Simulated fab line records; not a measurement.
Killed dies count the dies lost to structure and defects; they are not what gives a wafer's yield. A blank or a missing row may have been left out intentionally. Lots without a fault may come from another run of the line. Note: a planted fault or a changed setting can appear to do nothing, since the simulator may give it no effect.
Chamber matching / flow nand_harc / NHARC_P_M0_PRE_CLEAN_31 on pecvd-03: 3 sister chambers
The step time 12 s. 3 wafers are shown with their chamber, then 10 later ones without.

== EACH WAFER AND ITS CHAMBER ==
wafer=L082.2; chamber=2; heater_power_w (W)=580
wafer=L087.1; chamber=1; heater_power_w (W)=710
wafer=L087.4; chamber=0; heater_power_w (W)=519

== WAFERS WHOSE CHAMBER IS MISSING ==
wafer=L087.6; heater_power_w (W)=704
wafer=L090.2; heater_power_w (W)=724
wafer=L090.3; heater_power_w (W)=559
wafer=L090.6; heater_power_w (W)=693
wafer=L092.4; heater_power_w (W)=526
wafer=L092.5; heater_power_w (W)=631
wafer=L092.6; heater_power_w (W)=742
wafer=L093.2; heater_power_w (W)=499
wafer=L093.3; heater_power_w (W)=643
wafer=L093.6; heater_power_w (W)=707

== CHAMBER TAKEN BY EACH ==
wafer=L087.6; from the rows above=1; in truth=1
wafer=L090.2; from the rows above=1; in truth=1
wafer=L090.3; from the rows above=can't be placed: 2 or 0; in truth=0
wafer=L090.6; from the rows above=1; in truth=1
wafer=L092.4; from the rows above=can't be placed: 0 or 2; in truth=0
wafer=L092.5; from the rows above=can't be placed: 2 or 1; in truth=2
wafer=L092.6; from the rows above=1; in truth=1
wafer=L093.2; from the rows above=0; in truth=0
wafer=L093.3; from the rows above=can't be placed: 2 or 1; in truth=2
wafer=L093.6; from the rows above=1; in truth=1
6 of 10 placed correctly. Cannot be placed on the basis of these rows: 4; the candidates contain the true chamber in 4. 0 placed wrongly.
How it was worked out, from the rows above alone: a wafer's distance from a chamber is the root of the sum, over the readings, of the square of ((its reading less the chamber's mean) divided by the reading's scatter). If the next closest chamber is less than 2 further off than the closest, the wafer can't be placed; otherwise it belongs to the closest. The mean given for a chamber averages the wafers shown for that chamber. The scatter (one wafer shown for each chamber): square how far every hidden wafer sits from the nearest shown wafer, average those squares and take the square root.
